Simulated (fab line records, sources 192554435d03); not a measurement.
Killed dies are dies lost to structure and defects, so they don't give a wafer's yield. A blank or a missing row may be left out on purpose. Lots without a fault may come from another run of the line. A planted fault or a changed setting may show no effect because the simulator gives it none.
Chamber matching | flow n5_finfet | N5_BEOL_M7_ETCH_61 on rie_diel-02: 4 sister chambers
The step etches SiARC in CF4, target depth 45.5 nm, time 75.8 s. 4 wafers are shown with their chamber, then 7 later ones without.

WAFERS WITH THEIR CHAMBER
wafer  | chamber | showerhead_plenum_p_Torr (Torr)
L086.2 | 0       | 2.17
L089.4 | 3       | 2.28
L092.2 | 2       | 2.21
L092.4 | 1       | 2.16

WAFERS WITHOUT THEIR CHAMBER
wafer  | showerhead_plenum_p_Torr (Torr)
L092.5 | 2.21
L093.2 | 2.16
L093.4 | 2.28
L093.6 | 2.16
L097.1 | 2.16
L097.3 | 2.16
L097.6 | 2.27

WHICH CHAMBER EACH WENT THROUGH
wafer  | from the rows above | in truth
L092.5 | 2                   | 2
L093.2 | 1                   | 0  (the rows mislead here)
L093.4 | 3                   | 3
L093.6 | 1                   | 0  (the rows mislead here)
L097.1 | 1                   | 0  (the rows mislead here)
L097.3 | 1                   | 1
L097.6 | 3                   | 3
Placed correctly: 4 of 7. Can't be placed from these rows: 0. Placed wrongly: 3.
How it was worked out, from the rows above alone: a wafer's distance from a chamber is the root of the sum, over the readings, of the square of ((its reading less the chamber's mean) divided by the reading's scatter). The wafer belongs to the nearest chamber; if the next one is less than 2 further off, it can't be placed. A chamber's mean is the mean of its shown wafers. The scatter: with one shown wafer a chamber, the root of the mean of the squares of how far each hidden wafer lies from its nearest shown one.
